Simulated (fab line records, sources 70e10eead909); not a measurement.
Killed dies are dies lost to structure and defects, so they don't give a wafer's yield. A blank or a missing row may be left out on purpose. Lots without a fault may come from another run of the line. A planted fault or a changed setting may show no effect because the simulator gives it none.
Which tool did it? | flow nand_harc | 24 lots, 72 wafers sampled, at 6 steps of a route of 1302

WHAT THE GAUGES READ, wafer by wafer
The record holds no reading of a measuring or inspecting step that can be judged against a usual standard deviation.

WHICH TOOL RAN EACH LOT (tool, then ch and the chambers of the sampled wafers, then the start)
lot  | NHARC_A_STAIRCASE_DESCUM_186       | NHARC_A_STAIRCASE_TRIM_189                    | NHARC_A_STAIRCASE_TRIM_220         | NHARC_A_STAIRCASE_DEP_259       | NHARC_A_STAIRCASE_DESCUM_270       | NHARC_A_STAIRCASE_HM_DEP_459
L074 | rie_diel-09 ch 0,2,3, day 16 04:55 | rie_diel-09 ch 2,3, day 16 12:33 or earlier   | rie_diel-09 ch 0,1,3, day 16 12:33 | pecvd-03 ch 0,2, day 16 19:05   | rie_diel-04 ch 0,2, day 16 20:04   | acl_dep-03 ch 0, day 16 23:35
L075 | rie_diel-13 ch 0,1,2, day 16 18:14 | rie_diel-13 ch 0,2,3, day 16 21:51 or earlier | rie_diel-13 ch 0,1, day 16 21:51   | pecvd-01 ch 0,2, day 17 06:01   | rie_diel-04 ch 0,2, day 17 07:01   | acl_dep-03 ch 0, day 17 10:11
L077 | rie_diel-13 ch 0,1,2, day 16 22:59 | rie_diel-13 ch 0,1,3, day 17 05:53 or earlier | rie_diel-09 ch 0,1,3, day 17 05:53 | pecvd-03 ch 0,1,2, day 17 13:27 | rie_diel-09 ch 1,2,3, day 17 14:26 | acl_dep-02 ch 0, day 17 20:08
L076 | rie_diel-04 ch 0,2, day 16 23:45   | rie_diel-04 ch 0,1,3, day 17 04:01 or earlier | rie_diel-04 ch 0,1, day 17 04:01   | pecvd-03 ch 0,1,2, day 17 11:35 | rie_diel-04 ch 0,2,3, day 17 12:26 | acl_dep-03 ch 0, day 17 17:26
L078 | rie_diel-09 ch 0,2,3, day 17 23:35 | rie_diel-09 ch 1,2,3, day 18 03:21 or earlier | rie_diel-09 ch 0,2, day 18 03:21   | pecvd-01 ch 0,1,2, day 18 09:53 | rie_diel-09 ch 0,2, day 18 10:51   | acl_dep-01 ch 0, day 18 15:56
L079 | rie_diel-04 ch 2,3, day 18 04:20   | rie_diel-04 ch 0,3, day 18 08:52 or earlier   | rie_diel-13 ch 0,1, day 18 08:52   | pecvd-01 ch 0,1,2, day 18 15:43 | rie_diel-09 ch 1,2, day 18 16:31   | acl_dep-03 ch 0, day 18 20:20
L080 | rie_diel-13 ch 1,2, day 18 12:34   | rie_diel-13 ch 0,1,2, day 18 16:34 or earlier | rie_diel-04 ch 1,3, day 18 16:34   | pecvd-03 ch 0,2, day 19 01:16   | rie_diel-04 ch 1,2,3, day 19 02:16 | acl_dep-03 ch 0, day 19 13:22
L081 | rie_diel-04 ch 0,1,3, day 18 21:38 | rie_diel-04 ch 0,1,2, day 19 02:18 or earlier | rie_diel-09 ch 1,3, day 19 02:18   | pecvd-04 ch 0,1,2, day 19 17:53 | rie_diel-09 ch 0,2,3, day 19 18:52 | acl_dep-02 ch 0, day 20 02:48
L083 | rie_diel-09 ch 1,2,3, day 19 03:44 | rie_diel-09 ch 1,2,3, day 19 07:53 or earlier | rie_diel-04 ch 0,1,3, day 19 07:53 | pecvd-03 ch 0,1,2, day 19 20:48 | rie_diel-04 ch 1,2,3, day 19 21:47 | acl_dep-03 ch 0, day 20 06:08
L082 | rie_diel-04 ch 1,2, day 19 09:09   | rie_diel-04 ch 0,2, day 19 14:31 or earlier   | rie_diel-09 ch 0,3, day 19 14:31   | pecvd-01 ch 0,1,2, day 20 00:48 | rie_diel-13 ch 0,2, day 20 01:37   | acl_dep-03 ch 0, day 20 08:16
L084 | rie_diel-04 ch 0,1,3, day 19 19:06 | rie_diel-04 ch 2,3, day 19 22:55 or earlier   | rie_diel-13 ch 0,1,3, day 19 22:55 | pecvd-03 ch 0,1, day 20 09:35   | rie_diel-09 ch 0,3, day 20 10:32   | acl_dep-02 ch 0, day 20 17:43
L086 | rie_diel-09 ch 0,3, day 20 14:44   | rie_diel-09 ch 1,2, day 20 18:29 or earlier   | rie_diel-13 ch 0,1,3, day 20 18:29 | pecvd-01 ch 0,1,2, day 21 02:23 | rie_diel-04 ch 0,1,2, day 21 03:20 | acl_dep-01 ch 0, day 21 06:20
L085 | rie_diel-04 ch 0,1, day 20 15:34   | rie_diel-04 ch 1,2,3, day 20 19:52 or earlier | rie_diel-04 ch 1,2,3, day 20 19:52 | pecvd-03 ch 0,1, day 21 03:47   | rie_diel-09 ch 0,3, day 21 04:44   | acl_dep-01 ch 0, day 21 08:11
L087 | rie_diel-04 ch 0,1, day 21 00:02   | rie_diel-04 ch 1,2, day 21 03:50 or earlier   | rie_diel-09 ch 0,3, day 21 03:50   | pecvd-03 ch 0,2, day 21 13:10   | rie_diel-13 ch 0,2, day 21 14:01   | acl_dep-02 ch 0, day 21 17:25
L089 | rie_diel-04 ch 0,1, day 21 17:45   | rie_diel-04 ch 0,1,2, day 22 01:11 or earlier | rie_diel-13 ch 0,1,2, day 22 01:11 | pecvd-01 ch 0,2, day 22 07:37   | rie_diel-13 ch 0,2,3, day 22 08:36 | acl_dep-02 ch 0, day 22 14:48
L088 | rie_diel-04 ch 0,1,3, day 21 18:14 | rie_diel-04 ch 1,2, day 22 01:04 or earlier   | rie_diel-04 ch 1,2, day 22 01:04   | pecvd-03 ch 0,1,2, day 22 09:31 | rie_diel-09 ch 2,3, day 22 10:25   | acl_dep-02 ch 0, day 22 17:11
L090 | rie_diel-09 ch 0,2,3, day 22 20:15 | rie_diel-09 ch 0,2,3, day 23 00:38 or earlier | rie_diel-04 ch 0,1,3, day 23 00:38 | pecvd-04 ch 1,2, day 23 08:20   | rie_diel-09 ch 0,1,2, day 23 09:11 | acl_dep-02 ch 0, day 23 12:35
L091 | rie_diel-09 ch 1,2,3, day 22 20:30 | rie_diel-09 ch 0,2,3, day 23 00:55 or earlier | rie_diel-13 ch 0,3, day 23 00:55   | pecvd-04 ch 1,2, day 23 09:13   | rie_diel-13 ch 1,2,3, day 23 10:14 | acl_dep-02 ch 0, day 23 20:01
L092 | rie_diel-13 ch 0,3, day 23 09:36   | rie_diel-13 ch 0,3, day 23 13:38 or earlier   | rie_diel-09 ch 0,1,2, day 23 13:38 | pecvd-01 ch 0,1, day 23 20:10   | rie_diel-13 ch 1,2, day 23 21:02   | acl_dep-02 ch 0, day 24 00:39
L093 | rie_diel-04 ch 0,1,2, day 23 21:51 | rie_diel-04 ch 0,1, day 24 03:08 or earlier   | rie_diel-09 ch 2,3, day 24 03:08   | pecvd-03 ch 1,2, day 24 12:37   | rie_diel-09 ch 0,1,2, day 24 13:34 | acl_dep-02 ch 0, day 24 18:34
L094 | rie_diel-04 ch 0,1,2, day 24 05:45 | rie_diel-04 ch 1,2, day 24 09:31 or earlier   | rie_diel-13 ch 0,1, day 24 09:31   | pecvd-01 ch 1,2, day 24 18:00   | rie_diel-13 ch 1,2, day 24 18:55   | acl_dep-02 ch 0, day 24 23:15
L095 | rie_diel-13 ch 0,1,3, day 24 13:36 | rie_diel-13 ch 0,1,3, day 24 17:25 or earlier | rie_diel-09 ch 1,2,3, day 24 17:25 | pecvd-04 ch 0,2, day 25 01:25   | rie_diel-13 ch 0,1,2, day 25 02:29 | acl_dep-03 ch 0, day 25 05:50
L096 | rie_diel-04 ch 0,1,3, day 25 05:48 | rie_diel-04 ch 0,1,3, day 25 09:34 or earlier | rie_diel-13 ch 1,2,3, day 25 09:34 | pecvd-04 ch 0,1,2, day 25 17:29 | rie_diel-09 ch 0,1,3, day 25 18:29 | acl_dep-03 ch 0, day 25 21:34
L097 | rie_diel-04 ch 1,2, day 25 16:50   | rie_diel-04 ch 2,3, day 25 20:36 or earlier   | rie_diel-09 ch 2,3, day 25 20:36   | pecvd-03 ch 0,1,2, day 26 03:35 | rie_diel-04 ch 0,2,3, day 26 04:35 | acl_dep-03 ch 0, day 26 07:53
- NHARC_A_STAIRCASE_DESCUM_186: chemistry O2, time 3 s.
- NHARC_A_STAIRCASE_TRIM_189: chemistry O2, time 211.2 s.
- NHARC_A_STAIRCASE_TRIM_220: chemistry O2, time 211.2 s.
- NHARC_A_STAIRCASE_DEP_259: deposits SiON, target thk 30 nm.
- NHARC_A_STAIRCASE_DESCUM_270: chemistry O2, time 3 s.
- NHARC_A_STAIRCASE_HM_DEP_459: deposits aC, target thk 1500 nm.

WHAT THE TOOLS THEMSELVES READ (means of the sampled wafers that have a number; where no wafer has one, the mark that the record gives instead)
NHARC_A_STAIRCASE_DESCUM_186.
lot  | tool        | drypump_motor_current_A (A) | oes_product_au (a.u.) | rf_vpp_V (V) | showerhead_plenum_p_Torr (Torr) | throttle_valve_pct (%)
L074 | rie_diel-09 | 5.9                         | 0.995                 | 59.1         | 1.97                            | 11.309
L075 | rie_diel-13 | 5.5                         | 1.008                 | 57.2         | 1.90                            | 11.313
L077 | rie_diel-13 | 5.6                         | 1.007                 | 57.5         | 1.90                            | 11.314
L076 | rie_diel-04 | 5.7                         | 1.023                 | 58.0         | 1.95                            | 11.303
L078 | rie_diel-09 | 5.8                         | 0.991                 | 58.4         | 1.96                            | 11.319
L079 | rie_diel-04 | 6.0                         | 0.991                 | 57.5         | 1.81                            | 11.303
L080 | rie_diel-13 | 5.6                         | 1.007                 | 57.4         | 1.86                            | 11.309
L081 | rie_diel-04 | 5.8                         | 1.006                 | 57.3         | 1.91                            | 11.312
L083 | rie_diel-09 | 5.8                         | 1.011                 | 57.2         | 1.89                            | 11.315
L082 | rie_diel-04 | 5.6                         | 0.990                 | 57.5         | 1.82                            | 11.306
L084 | rie_diel-04 | 5.8                         | 1.008                 | 57.6         | 1.91                            | 11.316
L086 | rie_diel-09 | 5.6                         | 0.993                 | 57.9         | 1.92                            | 11.309
L085 | rie_diel-04 | 5.5                         | 1.002                 | 57.2         | 1.93                            | 11.312
L087 | rie_diel-04 | 5.5                         | 0.999                 | 58.0         | 1.93                            | 11.306
L089 | rie_diel-04 | 5.6                         | 1.012                 | 58.6         | 1.97                            | 11.312
L088 | rie_diel-04 | 5.8                         | 1.001                 | 57.5         | 1.90                            | 11.306
L090 | rie_diel-09 | 5.9                         | 0.993                 | 57.5         | 1.95                            | 11.311
L091 | rie_diel-09 | 5.8                         | 0.994                 | 57.3         | 1.88                            | 11.313
L092 | rie_diel-13 | 5.5                         | 1.007                 | 57.8         | 1.94                            | 11.313
L093 | rie_diel-04 | 5.6                         | 0.997                 | 58.0         | 1.99                            | 11.303
L094 | rie_diel-04 | 5.6                         | 1.004                 | 57.7         | 1.99                            | 11.317
L095 | rie_diel-13 | 5.5                         | 1.003                 | 58.0         | 1.90                            | 11.312
L096 | rie_diel-04 | 5.8                         | 1.004                 | 57.7         | 1.89                            | 11.306
L097 | rie_diel-04 | 5.5                         | 0.992                 | 57.4         | 2.00                            | 11.316

NHARC_A_STAIRCASE_TRIM_189.
lot  | tool        | drypump_motor_current_A (A) | oes_product_au (a.u.) | rf_vpp_V (V) | showerhead_plenum_p_Torr (Torr) | throttle_valve_pct (%)
L074 | rie_diel-09 | 5.6                         | 1.003                 | 57.1         | 3.52                            | 17.038
L075 | rie_diel-13 | 5.3                         | 1.004                 | 58.9         | 3.64                            | 17.039
L077 | rie_diel-13 | 5.6                         | 1.000                 | 57.8         | 3.54                            | 17.038
L076 | rie_diel-04 | 5.8                         | 1.008                 | 57.0         | 3.53                            | 17.034
L078 | rie_diel-09 | 5.8                         | 0.995                 | 58.2         | 3.50                            | 17.033
L079 | rie_diel-04 | 6.0                         | 1.008                 | 58.1         | 3.49                            | 17.042
L080 | rie_diel-13 | 5.5                         | 1.014                 | 57.2         | 3.50                            | 17.037
L081 | rie_diel-04 | 5.6                         | 1.004                 | 56.5         | 3.50                            | 17.045
L083 | rie_diel-09 | 5.8                         | 1.002                 | 57.4         | 3.49                            | 17.042
L082 | rie_diel-04 | 5.6                         | 1.006                 | 56.4         | 3.43                            | 17.038
L084 | rie_diel-04 | 6.0                         | 0.998                 | 57.0         | 3.34                            | 17.030
L086 | rie_diel-09 | 6.1                         | 0.985                 | 57.3         | 3.55                            | 17.040
L085 | rie_diel-04 | 5.7                         | 0.999                 | 57.4         | 3.37                            | 17.040
L087 | rie_diel-04 | 5.5                         | 1.000                 | 57.5         | 3.41                            | 17.032
L089 | rie_diel-04 | 5.6                         | 1.010                 | 57.5         | 3.49                            | 17.041
L088 | rie_diel-04 | 5.5                         | 1.005                 | 57.3         | 3.41                            | 17.024
L090 | rie_diel-09 | 5.8                         | 0.991                 | 57.5         | 3.59                            | 17.037
L091 | rie_diel-09 | 5.9                         | 0.991                 | 58.9         | 3.59                            | 17.042
L092 | rie_diel-13 | 5.4                         | 1.007                 | 57.6         | 3.64                            | 17.041
L093 | rie_diel-04 | 5.5                         | 0.989                 | 58.6         | 3.54                            | 17.041
L094 | rie_diel-04 | 5.5                         | 0.981                 | 58.4         | 3.69                            | 17.036
L095 | rie_diel-13 | 5.6                         | 1.001                 | 57.8         | 3.50                            | 17.042
L096 | rie_diel-04 | 5.7                         | 1.005                 | 57.7         | 3.50                            | 17.046
L097 | rie_diel-04 | 6.0                         | 0.995                 | 57.7         | 3.49                            | 17.031

NHARC_A_STAIRCASE_TRIM_220.
lot  | tool        | drypump_motor_current_A (A) | oes_product_au (a.u.) | rf_vpp_V (V) | showerhead_plenum_p_Torr (Torr) | throttle_valve_pct (%)
L074 | rie_diel-09 | 5.8                         | 1.001                 | 57.9         | 3.55                            | 17.040
L075 | rie_diel-13 | 5.7                         | 0.998                 | 57.8         | 3.47                            | 17.041
L077 | rie_diel-09 | 5.8                         | 1.000                 | 57.5         | 3.54                            | 17.034
L076 | rie_diel-04 | 5.6                         | 1.012                 | 58.7         | 3.65                            | 17.034
L078 | rie_diel-09 | 6.1                         | 0.997                 | 58.8         | 3.68                            | 17.043
L079 | rie_diel-13 | 5.8                         | 1.002                 | 57.0         | 3.39                            | 17.038
L080 | rie_diel-04 | 5.9                         | 0.998                 | 58.4         | 3.40                            | 17.051
L081 | rie_diel-09 | 5.5                         | 1.008                 | 56.9         | 3.43                            | 17.040
L083 | rie_diel-04 | 5.8                         | 1.004                 | 57.3         | 3.52                            | 17.038
L082 | rie_diel-09 | 5.6                         | 0.990                 | 58.8         | 3.54                            | 17.032
L084 | rie_diel-13 | 5.5                         | 0.990                 | 58.1         | 3.53                            | 17.033
L086 | rie_diel-13 | 5.6                         | 0.996                 | 57.9         | 3.52                            | 17.036
L085 | rie_diel-04 | 5.7                         | 0.989                 | 56.4         | 3.37                            | 17.039
L087 | rie_diel-09 | 5.6                         | 0.990                 | 58.7         | 3.54                            | 17.040
L089 | rie_diel-13 | 5.6                         | 1.014                 | 57.7         | 3.49                            | 17.035
L088 | rie_diel-04 | 5.5                         | 1.001                 | 58.6         | 3.41                            | 17.042
L090 | rie_diel-04 | 5.8                         | 1.003                 | 58.5         | 3.50                            | 17.037
L091 | rie_diel-13 | 5.3                         | 1.014                 | 58.6         | 3.64                            | 17.043
L092 | rie_diel-09 | 6.0                         | 0.987                 | 58.0         | 3.58                            | 17.040
L093 | rie_diel-09 | 5.9                         | 1.003                 | 58.7         | 3.55                            | 17.031
L094 | rie_diel-13 | 5.8                         | 1.000                 | 58.4         | 3.37                            | 17.036
L095 | rie_diel-09 | 5.8                         | 1.002                 | 57.8         | 3.47                            | 17.038
L096 | rie_diel-13 | 5.4                         | 1.001                 | 58.5         | 3.54                            | 17.037
L097 | rie_diel-09 | 5.6                         | 1.008                 | 58.2         | 3.48                            | 17.032

NHARC_A_STAIRCASE_DEP_259.
lot  | tool     | heater_power_w (W)
L074 | pecvd-03 | 590
L075 | pecvd-01 | 805
L077 | pecvd-03 | 699
L076 | pecvd-03 | 693
L078 | pecvd-01 | 742
L079 | pecvd-01 | 818
L080 | pecvd-03 | 612
L081 | pecvd-04 | 711
L083 | pecvd-03 | 681
L082 | pecvd-01 | 839
L084 | pecvd-03 | 540
L086 | pecvd-01 | 826
L085 | pecvd-03 | 728
L087 | pecvd-03 | 559
L089 | pecvd-01 | 733
L088 | pecvd-03 | 649
L090 | pecvd-04 | 682
L091 | pecvd-04 | 751
L092 | pecvd-01 | 797
L093 | pecvd-03 | 809
L094 | pecvd-01 | 951
L095 | pecvd-04 | 709
L096 | pecvd-04 | 711
L097 | pecvd-03 | 707

NHARC_A_STAIRCASE_DESCUM_270.
lot  | tool        | drypump_motor_current_A (A) | oes_product_au (a.u.) | rf_vpp_V (V) | showerhead_plenum_p_Torr (Torr) | throttle_valve_pct (%)
L074 | rie_diel-04 | 5.6                         | 1.008                 | 57.8         | 1.86                            | 11.311
L075 | rie_diel-04 | 5.6                         | 1.009                 | 58.4         | 1.95                            | 11.316
L077 | rie_diel-09 | 5.8                         | 1.006                 | 57.4         | 1.89                            | 11.304
L076 | rie_diel-04 | 5.8                         | 1.010                 | 57.3         | 1.88                            | 11.312
L078 | rie_diel-09 | 6.1                         | 0.987                 | 58.6         | 2.03                            | 11.314
L079 | rie_diel-09 | 6.0                         | 0.999                 | 58.2         | 1.89                            | 11.311
L080 | rie_diel-04 | 5.7                         | 0.994                 | 57.2         | 1.83                            | 11.313
L081 | rie_diel-09 | 5.9                         | 0.988                 | 57.9         | 1.96                            | 11.319
L083 | rie_diel-04 | 5.7                         | 0.994                 | 56.4         | 1.82                            | 11.311
L082 | rie_diel-13 | 5.5                         | 1.004                 | 58.2         | 1.93                            | 11.313
L084 | rie_diel-09 | 5.6                         | 0.990                 | 58.5         | 1.92                            | 11.306
L086 | rie_diel-04 | 5.6                         | 1.005                 | 58.2         | 1.89                            | 11.311
L085 | rie_diel-09 | 5.6                         | 0.988                 | 58.2         | 1.91                            | 11.315
L087 | rie_diel-13 | 5.3                         | 1.004                 | 58.3         | 1.95                            | 11.305
L089 | rie_diel-13 | 5.3                         | 1.005                 | 57.9         | 1.97                            | 11.312
L088 | rie_diel-09 | 5.7                         | 1.004                 | 58.5         | 1.89                            | 11.315
L090 | rie_diel-09 | 6.0                         | 0.981                 | 57.2         | 1.95                            | 11.303
L091 | rie_diel-13 | 5.4                         | 1.002                 | 58.1         | 1.93                            | 11.314
L092 | rie_diel-13 | 5.4                         | 1.011                 | 57.6         | 1.91                            | 11.307
L093 | rie_diel-09 | 6.0                         | 0.983                 | 57.9         | 1.94                            | 11.307
L094 | rie_diel-13 | 5.4                         | 1.000                 | 57.7         | 1.91                            | 11.311
L095 | rie_diel-13 | 5.6                         | 1.003                 | 57.5         | 1.88                            | 11.310
L096 | rie_diel-09 | 5.8                         | 0.998                 | 57.7         | 1.90                            | 11.309
L097 | rie_diel-04 | 5.8                         | 1.012                 | 57.6         | 1.96                            | 11.315

NHARC_A_STAIRCASE_HM_DEP_459.
lot  | tool       | throttle_valve_pct (%)
L074 | acl_dep-03 | 35.003
L075 | acl_dep-03 | 35.002
L077 | acl_dep-02 | 35.005
L076 | acl_dep-03 | 34.997
L078 | acl_dep-01 | 34.997
L079 | acl_dep-03 | 35.004
L080 | acl_dep-03 | 34.998
L081 | acl_dep-02 | 35.002
L083 | acl_dep-03 | 34.997
L082 | acl_dep-03 | 34.996
L084 | acl_dep-02 | 34.996
L086 | acl_dep-01 | 35.006
L085 | acl_dep-01 | 35.003
L087 | acl_dep-02 | 35.004
L089 | acl_dep-02 | 34.998
L088 | acl_dep-02 | 34.998
L090 | acl_dep-02 | 34.994
L091 | acl_dep-02 | 34.993
L092 | acl_dep-02 | 35.009
L093 | acl_dep-02 | 34.995
L094 | acl_dep-02 | 35.003
L095 | acl_dep-03 | 35.001
L096 | acl_dep-03 | 35.003
L097 | acl_dep-03 | 34.990

THE ANSWER, worked out from the rows above alone
Rule: what is usual is taken from the lots themselves. Put in order of their means at a reading, lots are off if they are a third of the lots or fewer, leave a main group of 4 or more, and stand apart from it by a gap of 3 or more times the standard deviation of the main group's means; of several such gaps the widest counts. A main group whose means are all the same, to the digits that the tables above print for the reading, isn't used. A lot without any number at a reading at which 4 lots or more have one is off too. The other lots that the step has rows for count as sound. The gauges are gone through in route order, then the tools' own readings, and for those a lot's mean is taken as printed above. The first step at which some lot is off is used, and at that step the reading that is off furthest; a lot without a number counts as furthest.
No lot is off at any reading shown: from this, nothing can be told.

WHAT THE SIMULATOR HAD PUT IN
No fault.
